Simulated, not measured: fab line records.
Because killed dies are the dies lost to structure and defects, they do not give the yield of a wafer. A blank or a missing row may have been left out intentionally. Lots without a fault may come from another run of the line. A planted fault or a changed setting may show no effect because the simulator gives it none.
Matching of chambers    flow n5Finfet    N5_HKMG_FIN_ALD_21 on aldMetal-03 has 4 sister chambers
The step deposits TiN, target thk 1.5 nm, pulse time 1 s, purge time 3 s. 4 wafers are shown with their chamber, then 9 later ones without.

== WAFERS, EACH WITH ITS CHAMBER ==
wafer   chamber  heaterPowerW (W)
L081.4  3        779
L082.4  0        909
L088.5  2        932
L088.6  1        832

== WAFERS WHOSE CHAMBER IS MISSING ==
wafer   heaterPowerW (W)
L089.1  814
L089.2  910
L089.6  923
L091.1  830
L091.4  917
L091.5  915
L092.2  772
L092.3  934
L092.6  800

== EACH ONE'S CHAMBER ==
wafer    from the rows above       in truth
L089.1   can't be placed: 1 or 3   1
L089.2   can't be placed: 0 or 2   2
L089.6   can't be placed: 2 or 0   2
L091.1   1                         1
L091.4   can't be placed: 0 or 2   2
L091.5   can't be placed: 0 or 2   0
L092.2   3                         3
L092.3   2                         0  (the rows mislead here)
L092.6   can't be placed: 3 or 1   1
2 of 9 placed correctly. From these rows, 6 cannot be placed; in 6 the true chamber is one of the candidates. Number placed wrongly: 1.
How it was worked out, from the rows above alone: a wafer's distance from a chamber is the root of the sum, over the readings, of the square of ((its reading less the chamber's mean) divided by the reading's scatter). The wafer belongs to the nearest chamber; if the next one is less than 2 further off, it can't be placed. A chamber's mean is the mean of its shown wafers. The scatter: root of mean squared gap, hidden wafer to nearest shown wafer, with one shown wafer a chamber.
